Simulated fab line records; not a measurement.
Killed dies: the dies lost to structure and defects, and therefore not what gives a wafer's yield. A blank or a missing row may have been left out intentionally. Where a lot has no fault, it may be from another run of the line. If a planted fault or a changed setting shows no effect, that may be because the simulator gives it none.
The same fault as seen by 2 desks	flow nand_harc	numbers are kept per desk, each desk with only its own; the story behind them comes last

METROLOGY DESK
What the gauges read, lot by lot, whatever tool the lot ran on: means of the sampled wafers that have a number. The brackets show how far a lot's mean lies from the usual mean; more than 4 standard deviations puts the lot out of limits, marked OUT.
Columns: A = cd_nm at NHARC_P_GATE_CD_MEAS_26, usual 120.1 nm
lot	first seen here	A
L727	day 5 23:40	119.2
L728	day 6 03:44	121.0
L729	day 6 18:41	120.4
L733	day 8 13:52	120.0
L735	day 9 09:11	120.3
L736	day 9 09:47	120.2
L742	day 12 04:32	119.3
L743	day 12 13:11	119.9
L745	day 13 10:53	120.5
L747	day 14 04:02	119.7
L748	day 14 18:25	120.6
Finding of this desk: none of the 11 lots has anything out of limits.

THE TOOL OWNER'S DESK: litho_track-07
The tool's own readings at NHARC_P_GATE_PEB_57 (peb time 85 s): means of the sampled wafers that have a number, for each lot that ran on this tool. The brackets show how far a lot's mean lies from the usual mean; more than 4 standard deviations puts the lot out of limits, marked OUT.
Columns: A = exhaust_pa at NHARC_P_GATE_PEB_57, usual 44.8 Pa; B = heater_power_total_W at NHARC_P_GATE_PEB_57, usual 163.98 W; C = plate_temp_C at NHARC_P_GATE_PEB_57, usual 118.00 C
lot	first seen here	A	B	C
L727	day 6 13:11	45.1	163.87	117.87
L729	day 7 08:23	43.5	163.87	118.10
L742	day 12 17:56	45.7	162.57 (-5.2) OUT	117.30 (-4.6) OUT
L743	day 13 09:17	44.8	162.86 (-4.1) OUT	117.08 (-6.1) OUT
This desk finds L742, L743 out of limits, L742 being first, at day 12 17:56 (heater_power_total_W at NHARC_P_GATE_PEB_57). In limits: L727, L729.

PUT TOGETHER
On L742, L743, at day 12 17:56, an alarm was possible from the tool owner's desk.
At the metrology desk, nothing out of limits was observed.
The metrology desk holds a record of L742, L743, inside its limits.
Of the lots named, all ran NHARC_P_GATE_PEB_57 on litho_track-07.

WHAT THE SIMULATOR HAD PUT IN
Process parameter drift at NHARC_P_GATE_PEB_57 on litho_track-07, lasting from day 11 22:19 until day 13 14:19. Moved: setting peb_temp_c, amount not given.
Struck lots among those shown: L742, L743.
Time in hours from fault onset to the first out-of-limits reading at each desk: the tool owner's desk, 20.
